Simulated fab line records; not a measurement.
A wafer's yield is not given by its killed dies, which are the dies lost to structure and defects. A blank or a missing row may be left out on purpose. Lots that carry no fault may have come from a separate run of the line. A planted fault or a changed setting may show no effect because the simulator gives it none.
Struck lot and sound lot, side by side / flow nandHarc / 15 steps out of a route of 1302
Sound: the wafers L381.2, L381.3, L381.4. Wafers L396.4, L396.6 were the ones struck. The cause comes at the end.
Each step with rows lists, per side, the tool, then ch with its chambers, then its first start. Under that, the readings that differ: sound wafers / struck wafers / difference of the means / sigmas: that difference in standard deviations of wafers without a fault.
alike: readings whose means differ by less than 2 such deviations, and words and numbers that are the same on both sides. not compared: withheld readings, readings that some wafer has no value for, bounds like >300 that may hide the same value, and numbers for which the record gives no deviation and whose values overlap.
A row with sigmas, a row that says differs or no value, or rows on one side alone: a step with any of these is where the two part. Numbers that have no deviation but don't overlap get no sigmas and don't part them. Lack of a reading on every wafer of one side parts them only where that side has two or more wafers.

first, 2 steps without rows for these wafers: NHARC_A_CONTACT_STRIP_104 (strips in CF4/CHF3); NHARC_A_CONTACT_STRIP_105 (strips in O2/COS).
NHARC_A_CONTACT_ETCH_106: etches the open film in CF4/O2, target depth 90 nm, overetch 9 nm, time 49.5 s.
  sound on rieDiel-13 ch 0,1,2, day 23 18:57; struck on rieDiel-02 ch 1,3, day 29 15:23
reading=oesProductAu (a.u.); sound=0.991 0.978 1.001; struck=1.003 1.027; difference=+0.025; sigmas=+2
  alike: drypumpMotorCurrentA, oes_f_703_au, rfVppV, showerheadPlenumPTorr, throttleValvePct
  not compared: rfHoursCounterH
NHARC_A_CONTACT_STRIP_82: strips in O2.
  sound on rieDiel-13 ch 1,2,3; struck on rieDiel-02 ch 0,1
  alike: drypumpMotorCurrentA, oesProductAu, rfVppV, showerheadPlenumPTorr, throttleValvePct
  not compared: rfHoursCounterH
then, 1 step without rows for these wafers: NHARC_A_CONTACT_STRIP_83 (strips in post etch residue remover, time 600 s).
NHARC_A_CONTACT_DEP_84: deposits aC, target thk 2800 nm.
  sound on aclDep-01 ch 0, day 23 20:56; struck on aclDep-03 ch 0, day 29 16:53
  alike: throttleValvePct
NHARC_A_CONTACT_DEP_85: deposits SiON, target thk 60 nm.
  sound on pecvd-02 ch 0,1,2, day 23 22:40; struck on pecvd-04 ch 1,2, day 29 17:53
reading=heaterPowerW (W); sound=800 907 858; struck=586 594; difference=-265; sigmas=-3
then, 5 steps without rows for these wafers: NHARC_A_CONTACT_DEHYDRATE_00 (time 120 s); NHARC_A_CONTACT_HMDS_01 (time 30 s); NHARC_A_CONTACT_COAT_86 (time 75 s); NHARC_A_CONTACT_COAT_87 (time 65 s); NHARC_A_CONTACT_COAT_02 (resist thk 90 nm).
NHARC_A_CONTACT_SOFTBAKE_03: time 55 s.
  sound on lithoTrack-04 ch 0, day 23 22:00; struck on lithoTrack-06 ch 0, day 29 18:00
reading=heaterPowerTotalW (W); sound=188.40 188.70 188.28; struck=222.48 222.45; difference=+34.00; sigmas=+99 or more
next, for these wafers, 1 step has no rows: NHARC_A_CONTACT_EBR_04.
-- jump in the record: it breaks off in module A_CONTACT and resumes in module END (first step shown: number 1302 of the route), and 2 days separate the struck wafers' starts before and after --
NHARC_END_SORT_01:
  at this point the record logs the struck wafers (prober-01 ch 0, day 31 20:49) and has no rows for the sound ones

## WHERE THEY PART
First at NHARC_A_CONTACT_ETCH_106; last, within this record, at NHARC_END_SORT_01.

WHY: whatever the simulator had introduced
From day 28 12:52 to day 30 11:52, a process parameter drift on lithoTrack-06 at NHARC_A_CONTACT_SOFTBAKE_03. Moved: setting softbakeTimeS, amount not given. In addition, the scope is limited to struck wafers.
